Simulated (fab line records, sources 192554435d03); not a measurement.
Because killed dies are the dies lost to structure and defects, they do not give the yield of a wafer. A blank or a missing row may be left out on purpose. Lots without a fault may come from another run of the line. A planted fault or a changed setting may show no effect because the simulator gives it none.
Chamber matching	flow n5 finfet	N5_HKMG_FIN_DESCUM_53 on rie diel-02: 4 sister chambers
The step chemistry O2, time 7.9 s. 4 wafers are shown with their chamber, then 9 later ones without.

WAFERS PAIRED WITH THEIR CHAMBERS
wafer	chamber	drypump motor current A (A)
L081.6	2	6.5
L086.1	0	5.2
L086.2	3	5.1
L086.4	1	5.5

WAFERS WHOSE CHAMBER IS MISSING
wafer	drypump motor current A (A)
L088.2	5.3
L088.3	5.1
L088.5	6.5
L095.1	5.3
L095.3	5.1
L095.4	6.5
L096.2	5.5
L096.3	5.3
L096.6	5.1

CHAMBER TAKEN BY EACH
wafer	from the rows above	in truth
L088.2	can't be placed: 0 or 1 or 3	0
L088.3	can't be placed: 3 or 0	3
L088.5	2	2
L095.1	can't be placed: 0 or 1 or 3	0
L095.3	can't be placed: 3 or 0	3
L095.4	2	2
L096.2	1	1
L096.3	can't be placed: 0 or 1 or 3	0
L096.6	can't be placed: 3 or 0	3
Correct placement for 3 of the 9. Not placeable from these rows: 6 (in 6, the candidates include the true chamber). Wrongly placed: 0.
How it was worked out, from the rows above alone: a wafer's distance from a chamber is the root of the sum, over the readings, of the square of ((its reading less the chamber's mean) divided by the reading's scatter). The wafer belongs to the nearest chamber; if the next one is less than 2 further off, it can't be placed. The mean given for a chamber averages the wafers shown for that chamber. The scatter (one wafer shown for each chamber): square how far every hidden wafer sits from the nearest shown wafer, average those squares and take the square root.
